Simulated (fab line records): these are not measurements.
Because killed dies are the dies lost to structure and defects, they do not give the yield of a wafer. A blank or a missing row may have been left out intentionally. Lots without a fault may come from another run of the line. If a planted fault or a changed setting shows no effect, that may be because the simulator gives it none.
Which tool is to blame? + flow n5Finfet + 10 lots with 28 wafers sampled at 4 steps, on a route of 1938 steps

== WHAT THE GAUGES SHOWED, per wafer ==
N5_BEOL_M1_INSPECT_59: inspects for defects (darkfield).
| lot  | measured     | on               | rawDefectCount |
|------|--------------|------------------|----------------|
| L225 | day 6 11:53  | defectInspect-02 | 51 49          |
| L227 | day 6 15:59  | defectInspect-02 | 62 61 82       |
| L235 | day 8 21:54  | defectInspect-02 | 83 55 48       |
| L236 | day 9 09:20  | defectInspect-02 | 52 82 47       |
| L238 | day 9 15:44  | defectInspect-01 | 1414 1341 1475 |
| L242 | day 10 13:32 | defectInspect-02 | 1439 1348 1441 |
| L245 | day 11 13:01 | defectInspect-01 | 53 85 63       |
| L246 | day 11 23:21 | defectInspect-01 | 82 68 79       |
| L247 | day 12 02:17 | defectInspect-01 | 98 117 90      |
| L248 | day 12 06:35 | defectInspect-02 | 47 43          |

== TOOL THAT RAN EACH LOT (tool first, then ch and the chambers of the sampled wafers, then the start) ==
| lot  | N5_BEOL_M1_ANNEAL_89        | N5_BEOL_M1_ANNEAL_51            | N5_BEOL_M1_DEP_57               |
|------|-----------------------------|---------------------------------|---------------------------------|
| L225 | pvdSputter-03, day 6 09:27  | rtpAnneal-01 ch 0, day 6 10:50  | pecvd-02 ch 1, day 6 11:47      |
| L227 | pvdSputter-01, day 6 14:04  | rtpAnneal-01 ch 0, day 6 15:03  | pecvd-03 ch 0,1, day 6 15:53    |
| L235 | pvdSputter-03, day 8 19:46  | rtpAnneal-02 ch 0, day 8 20:46  | pecvd-03 ch 0,1,2, day 8 21:49  |
| L236 | pvdSputter-02, day 9 07:27  | rtpAnneal-01 ch 0, day 9 08:26  | pecvd-03 ch 0,1,2, day 9 09:14  |
| L238 | pvdSputter-01, day 9 13:49  | rtpAnneal-02 ch 0, day 9 14:52  | pecvd-03 ch 1,2, day 9 15:39    |
| L242 | pvdSputter-03, day 10 11:40 | rtpAnneal-02 ch 0, day 10 12:40 | pecvd-03 ch 0,1,2, day 10 13:27 |
| L245 | pvdSputter-02, day 11 10:47 | rtpAnneal-02 ch 0, day 11 12:08 | pecvd-02 ch 0,1,2, day 11 12:55 |
| L246 | pvdSputter-03, day 11 21:29 | rtpAnneal-01 ch 0, day 11 22:29 | pecvd-02 ch 0,1,2, day 11 23:16 |
| L247 | pvdSputter-01, day 12 00:05 | rtpAnneal-02 ch 0, day 12 01:10 | pecvd-02 ch 0,2, day 12 02:11   |
| L248 | pvdSputter-01, day 12 04:42 | rtpAnneal-01 ch 0, day 12 05:47 | pecvd-02 ch 2, day 12 06:29     |
- N5_BEOL_M1_ANNEAL_89: time 240 s.
- N5_BEOL_M1_ANNEAL_51: time 90 s.
- N5_BEOL_M1_DEP_57: deposits SiCN from 3MS/NH3, target thk 8 nm, time 14 s.

== THE ANSWER, worked out from the rows above alone ==
Rule: the lots themselves supply what counts as usual. The widest of any qualifying gaps counts: lots, ordered by their means at a reading, are off when they make up no more than a third of the lots, leave a main group of 4 or more, and stand apart from it by 3 or more times the standard deviation of that group's means. Not used: any main group whose means are identical at the precision the tables above print for the reading. Also off: a lot with no number at a reading for which 4 or more lots have one. Any other lot the step has rows for is counted as sound.
Off at N5_BEOL_M1_INSPECT_59 (rawDefectCount): L238, L242. Mean 66 and standard deviation 16 in the main group.
A tool fits if, at a process step before that reading, it ran every lot that is off, and no sound lot after the first of them. The gauges at N5_BEOL_M1_INSPECT_59 are tried like those tools. One fits: pecvd-03 at N5_BEOL_M1_DEP_57. Its last sound lot is L236 (day 9 09:14), its first lot that is off L238 (day 9 15:39): a fault that began between those two fits.

== WHAT HAD BEEN PUT IN BY THE SIMULATOR ==
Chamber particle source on pecvd-03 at N5_BEOL_M1_DEP_57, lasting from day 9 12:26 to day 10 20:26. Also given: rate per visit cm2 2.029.
Lots struck among those shown: L238, L242. This agrees with what the rule above found.
